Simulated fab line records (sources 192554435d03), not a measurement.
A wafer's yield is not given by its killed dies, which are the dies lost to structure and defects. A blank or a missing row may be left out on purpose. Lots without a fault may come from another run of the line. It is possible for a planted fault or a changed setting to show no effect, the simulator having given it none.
A single fault, viewed from 3 desks ; flow n5 finfet ; what lay behind the numbers comes last; until then each desk has only its own

## METROLOGY DESK
What the gauges read, lot by lot, whatever tool the lot ran on: means of the sampled wafers that have a number. Any lot whose mean is over 4 standard deviations away from the usual mean is out of limits and marked OUT; that distance is given in the brackets.
Columns: A = PMOS_HMC_BLK_OVL at N5_PMOS_HMC_CHANNEL_EPI_OVL_MEAS_10, usual 0.1 nm
lot;first seen here;A
L862;day 1 23:49;0.1
L864;day 2 10:55;0.9
L865;day 2 19:43;0.3
L871;day 4 05:13;-0.1
L872;day 4 11:11;0.8
L873;day 4 17:10;0.8
L876;day 5 11:18;0.1
L877;day 5 16:55;-0.3
L879;day 6 05:08;0.0
L882;day 6 22:59;0.3
L883;day 7 05:57;0.1
L884;day 7 11:20;0.3
This desk found nothing out of limits on any of the 12 lots.

## TOOL OWNER'S DESK, rie diel-03
The tool's own readings at N5_PMOS_HMC_CHANNEL_EPI_ETCH_32 (etches BARC in N2/H2, stops on SiO2, target depth 85.8 nm, time 50.3 s): means of the sampled wafers that have a number, for each lot that ran on this tool. Any lot whose mean is over 4 standard deviations away from the usual mean is out of limits and marked OUT; that distance is given in the brackets.
Columns: A = bias w at N5_PMOS_HMC_CHANNEL_EPI_ETCH_32, usual 150.0 W; B = drypump motor current A at N5_PMOS_HMC_CHANNEL_EPI_ETCH_32, usual 5.6 A; C = oes product au at N5_PMOS_HMC_CHANNEL_EPI_ETCH_32, usual 0.66 a.u.; D = rf vpp V at N5_PMOS_HMC_CHANNEL_EPI_ETCH_32, usual 523.5 V; E = showerhead plenum p Torr at N5_PMOS_HMC_CHANNEL_EPI_ETCH_32, usual 2.53 Torr; F = throttle valve pct at N5_PMOS_HMC_CHANNEL_EPI_ETCH_32, usual 18.10 %
lot;first seen here;A;B;C;D;E;F
L862;day 1 23:55;149.9;5.5;0.66;522.6;2.51;18.12
L871;day 4 05:27;149.6;5.8;0.61;521.5;2.46;18.26
L872;day 4 11:16;149.9;5.7;0.61;522.0;2.47;18.14
L873;day 4 17:16;149.8;5.6;0.62;522.3;2.50;18.13
L884;day 7 11:26;149.6;5.5;0.63;522.5;2.49;18.17
This desk found nothing out of limits on any of the 5 lots.

## THE DEFECT DESK
For each lot, the counts of the inspections along the route, averaged over the sampled wafers that have a number. Any lot whose mean is over 4 standard deviations away from the usual mean is out of limits and marked OUT; that distance is given in the brackets.
Columns: A = raw defect count at N5_WELL_APT_INSPECT_27, usual 1.9
lot;first seen here;A
L862;day 1 21:41;1.3
L864;day 2 08:53;1.3
L865;day 2 16:25;1.0
L871;day 4 02:49;0.5
L872;day 4 08:53;2.5
L873;day 4 14:53;1.3
L876;day 5 08:55;1.7
L877;day 5 14:45;2.3
L879;day 6 02:58;3.0
L882;day 6 20:56;0.7
L883;day 7 03:27;2.3
L884;day 7 09:10;1.7
This desk found nothing out of limits on any of the 12 lots.

## TAKEN TOGETHER
From the metrology desk's view, nothing was out of limits.
The desk of the tool owner found nothing out of limits.
Nothing out of limits was seen by the defect desk.

## WHAT THE SIMULATOR HAD INSERTED
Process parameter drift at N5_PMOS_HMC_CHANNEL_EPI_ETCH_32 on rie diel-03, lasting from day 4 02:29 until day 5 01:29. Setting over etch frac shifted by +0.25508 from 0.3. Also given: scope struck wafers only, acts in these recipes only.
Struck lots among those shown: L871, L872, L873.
